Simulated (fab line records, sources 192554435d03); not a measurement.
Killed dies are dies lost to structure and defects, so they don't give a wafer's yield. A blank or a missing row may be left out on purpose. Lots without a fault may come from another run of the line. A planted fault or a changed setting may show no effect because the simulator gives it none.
One fault seen from 2 desks | flow n5_finfet | each desk has only its own numbers; what lay behind them comes last

THE METROLOGY DESK
What the gauges read, lot by lot, whatever tool the lot ran on: means of the sampled wafers that have a number. A lot is out of limits, marked OUT, if its mean lies more than 4 standard deviations from the usual mean; the brackets give that distance.
Columns: A = cd_nm at N5_BEOL_M11_CD_MEAS_28, usual 69.0 nm
lot  | first seen here | A
L708 | day 10 13:29    | 68.2
L710 | day 10 16:38    | 68.6
L709 | day 11 04:15    | 70.5
L714 | day 12 04:52    | 71.1
L718 | day 13 05:20    | 71.1
L720 | day 13 15:32    | 67.8
L721 | day 13 15:55    | 68.0
L727 | day 15 16:40    | 67.9
L728 | day 16 01:55    | 68.6
L730 | day 16 14:52    | 70.9
L731 | day 16 15:28    | 68.2
This desk's finding: nothing out of limits on any of the 11 lots.

THE TOOL OWNER'S DESK: rie_diel-04
The tool's own readings at N5_BEOL_M11_ETCH_41 (etches SiCN in CH3F/O2, target depth 42.6 nm, time 86 s): means of the sampled wafers that have a number, for each lot that ran on this tool. A lot is out of limits, marked OUT, if its mean lies more than 4 standard deviations from the usual mean; the brackets give that distance.
Columns: A = chamber_pressure_mTorr at N5_BEOL_M11_ETCH_41, usual 30.002 mTorr; B = drypump_motor_current_A at N5_BEOL_M11_ETCH_41, usual 5.4 A; C = oes_product_au at N5_BEOL_M11_ETCH_41, usual 0.79 a.u.; D = rf_vpp_V at N5_BEOL_M11_ETCH_41, usual 297.0 V; E = run_length_s at N5_BEOL_M11_ETCH_41, usual 109.3 s; F = showerhead_plenum_p_Torr at N5_BEOL_M11_ETCH_41, usual 1.99 Torr; G = throttle_valve_pct at N5_BEOL_M11_ETCH_41, usual 16.40 %
lot  | first seen here | A      | B   | C    | D     | E                | F    | G
L718 | day 13 05:47    | 30.009 | 5.2 | 0.87 | 297.2 | 107.9            | 1.98 | 16.25
L720 | day 13 15:59    | 29.993 | 5.1 | 0.85 | 297.8 | 107.0 (-5.2) OUT | 2.01 | 16.26
L730 | day 16 15:40    | 29.992 | 5.3 | 0.79 | 296.3 | 109.5            | 1.95 | 16.43
L731 | day 16 16:07    | 30.033 | 5.4 | 0.77 | 297.0 | 109.2            | 1.98 | 16.55
This desk's finding: out of limits on L720; first on L720, day 13 15:59 (run_length_s at N5_BEOL_M11_ETCH_41). In limits: L718, L730, L731.

PUT TOGETHER
The tool owner's desk could have raised an alarm at day 13 15:59, on L720.
The metrology desk saw nothing out of limits.
The metrology desk has L720 on record, within its limits.
Of the lots named, all ran N5_BEOL_M11_ETCH_41 on rie_diel-04.

WHAT THE SIMULATOR HAD PUT IN
Process parameter drift: rie_diel-04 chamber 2, from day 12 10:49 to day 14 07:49, at N5_BEOL_M11_ETCH_41. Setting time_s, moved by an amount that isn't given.
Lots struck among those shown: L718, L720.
Hours from the fault's start to each desk's first reading out of limits: the tool owner's desk, 29.
